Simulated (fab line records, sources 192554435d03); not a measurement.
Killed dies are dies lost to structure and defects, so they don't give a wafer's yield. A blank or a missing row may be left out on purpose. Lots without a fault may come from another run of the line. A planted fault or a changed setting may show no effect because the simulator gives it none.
One fault seen from 2 desks | flow n5_finfet | each desk has only its own numbers; what lay behind them comes last

THE TOOL OWNER'S DESK: cvd_co-01
The tool's own readings at N5_BEOL_M4_CO_CAP_55 (material Co, precursor CCTBA/H2, target thk 2 nm, time 102.1 s): means of the sampled wafers that have a number, for each lot that ran on this tool. A lot is out of limits, marked OUT, if its mean lies more than 4 standard deviations from the usual mean; the brackets give that distance.
Columns: A = heater_power_w at N5_BEOL_M4_CO_CAP_55, usual 235 W; B = run_length_s at N5_BEOL_M4_CO_CAP_55, usual 125.2 s
lot  | first seen here | A   | B
L949 | day 9 08:16     | 236 | 125.1
L951 | day 11 13:29    | 238 | 146.8 (+63) OUT
L953 | day 11 20:53    | 240 | 147.2 (+65) OUT
L956 | day 11 21:01    | 235 | 146.7 (+63) OUT
This desk's finding: out of limits on L951, L953, L956; first on L951, day 11 13:29 (run_length_s at N5_BEOL_M4_CO_CAP_55). In limits: L949.

THE METROLOGY DESK
What the gauges read, lot by lot, whatever tool the lot ran on: means of the sampled wafers that have a number. A lot is out of limits, marked OUT, if its mean lies more than 4 standard deviations from the usual mean; the brackets give that distance. Of its 11 readings 7 are shown: those that lie furthest out on some lot.
Columns: A = DIBL_N at N5_BEOL_M4_RC_MEAS_101, usual 36.3 mV/V; B = DIBL_P at N5_BEOL_M4_RC_MEAS_101, usual 36.3 mV/V; C = IOFF_N at N5_BEOL_M4_RC_MEAS_101, usual 0.16 nA/um; D = SS_N at N5_BEOL_M4_RC_MEAS_101, usual 71.6 mV/dec; E = SS_P at N5_BEOL_M4_RC_MEAS_101, usual 73.3 mV/dec; F = VT_N at N5_BEOL_M4_RC_MEAS_101, usual 250 mV; G = VT_P at N5_BEOL_M4_RC_MEAS_101, usual -251 mV
lot  | first seen here | A    | B    | C    | D    | E    | F   | G
L945 | day 8 07:00     | 33.3 | 32.6 | 0.12 | 70.8 | 72.4 | 255 | -253
L949 | day 9 08:11     | 34.0 | 34.4 | 0.13 | 70.5 | 73.0 | 253 | -253
L951 | day 11 13:23    | 36.8 | 36.2 | 0.16 | 71.6 | 73.8 | 251 | -246
L953 | day 11 20:49    | 36.8 | 37.6 | 0.17 | 71.5 | 73.7 | 252 | -247
L956 | day 11 20:56    | 37.4 | 39.4 | 0.20 | 72.5 | 75.0 | 251 | -244
L959 | day 13 14:39    | 35.5 | 35.9 | 0.14 | 71.4 | 72.5 | 251 | -249
L966 | day 14 14:04    | 38.3 | 39.0 | 0.23 | 72.3 | 74.0 | 243 | -246
This desk's finding: nothing out of limits on any of the 7 lots.

PUT TOGETHER
The tool owner's desk could have raised an alarm at day 11 13:29, on L951, L953, L956.
The metrology desk saw nothing out of limits.
The metrology desk has L951, L953, L956 on record, within its limits.
Of the lots named, all ran N5_BEOL_M4_CO_CAP_55 on cvd_co-01.

WHAT THE SIMULATOR HAD PUT IN
Process parameter drift: cvd_co-01, from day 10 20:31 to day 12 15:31, at N5_BEOL_M4_CO_CAP_55. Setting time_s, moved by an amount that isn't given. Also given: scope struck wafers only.
Lots struck among those shown: L951, L953, L956.
Hours from the fault's start to each desk's first reading out of limits: the tool owner's desk, 17.
